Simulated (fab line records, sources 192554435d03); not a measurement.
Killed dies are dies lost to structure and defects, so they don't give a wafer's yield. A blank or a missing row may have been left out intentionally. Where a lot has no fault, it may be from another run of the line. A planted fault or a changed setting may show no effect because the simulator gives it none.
Problem report, 8D (eight disciplines) form, completed by code :: flow n5_finfet :: the parts of the form that need people (team, actions taken, sign-off) are left out

## 1. THE ISSUE
At N5_BEOL_M3_COAT_22, spin_speed_rpm averages 1315.3 rpm over 6 wafers from 2 lots, while fault-free wafers read 1500.0 rpm, standard deviation 1. That is -99 or more standard deviations from the usual mean.
The step: resist thk 30 nm.
First seen on wafer L203.1, day 12 08:05, on litho_track-03. Wafers with a number at this step in the record: 18, from 6 lots. By rule, "out" or "out of limits" means more than 4 standard deviations away from the usual mean. All remaining wafers that have a number are taken as sound.

## 2. WHAT IT IS, AND WHAT IT ISN'T
question: which readings at this step
is: spin_speed_rpm
is not: -

question: which lots
is: L203, L205
is not: L187, L190, L191, L197

question: which wafers of those lots
is: all that have a number
is not: -

question: read on which tools
is: litho_track-03
is not: litho_track-02, litho_track-04

question: when
is: from day 12 08:05
is not: up to then (12 sound wafers)

## 3. WHAT RULES OUT EACH SUSPECT
Counting: a tool at any process step up to the reading remains a suspect when it ran all the lots that are out and ran no sound lot after the first of those.
- rie_diel-05 at N5_BEOL_M3_ETCH_74 (etches underlayer in N2/H2, target depth 6.5 nm, time 5.2 s): kept. It ran every lot that is out, first L203 (day 12 07:35), and no sound lot after that; its last sound lot up to then is L191 (day 8 14:45).
- rie_diel-05 at N5_BEOL_M3_ETCH_64 (etches SOC in N2/H2, target depth 75 nm, overetch 15 nm, time 112.5 s): kept. It ran every lot that is out, first L203 (day 12 07:38), and no sound lot after that; its last sound lot up to then is L191 (day 8 14:48).
- litho_track-03 at N5_BEOL_M3_COAT_22 (resist thk 30 nm): kept. It ran every lot that is out, first L203 (day 12 08:05), and no sound lot after that; its last sound lot up to then is L190 (day 8 13:43). Out on those wafers are its own readings of spin_speed_rpm.
Still standing after the count: rie_diel-05 at N5_BEOL_M3_ETCH_74, rie_diel-05 at N5_BEOL_M3_ETCH_64, litho_track-03 at N5_BEOL_M3_COAT_22.

## 4. THE CAUSE (what the simulator had put in)
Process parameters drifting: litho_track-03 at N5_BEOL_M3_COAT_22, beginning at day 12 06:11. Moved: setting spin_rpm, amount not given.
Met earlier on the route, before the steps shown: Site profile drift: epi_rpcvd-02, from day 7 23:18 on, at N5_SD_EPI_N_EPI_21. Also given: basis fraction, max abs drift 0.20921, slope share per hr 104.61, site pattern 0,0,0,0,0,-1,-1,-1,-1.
3 suspects survive the count, and this tool is in that group.

## 5. THE EFFECT CHAIN, in route order
Each row: a reading whose mean over the struck wafers that have a number lies more than 3 standard deviations from the usual. Only readings for which the record gives a usual standard deviation are gone through. hours: the time from each lot's start at the first step in this table that gives one to its start at this step, as a median over the lots. sigmas: the change in usual standard deviations.
hours: 0
step: N5_BEOL_M3_COAT_22
reading: spin_speed_rpm
usual: 1500.0 rpm
on struck wafers: 1315.3
change: -184.7
sigmas: -99 or more
Its process steps:
- N5_BEOL_M3_COAT_22: resist thk 30 nm.
Later measuring or inspecting steps at which every struck wafer that the step has a row for has a number for every such reading, and none has moved that far: N5_BEOL_M3_CD_MEAS_28, N5_BEOL_M3_OVL_MEAS_29, N5_BEOL_M3_INSPECT_30, N5_BEOL_M4_RC_MEAS_101.

## 6. HOW IT WOULD HAVE BEEN CAUGHT EARLIER
2 hours passed between the start of the fault at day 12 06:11 and the first reading out of limits in this record, taken at day 12 08:05.
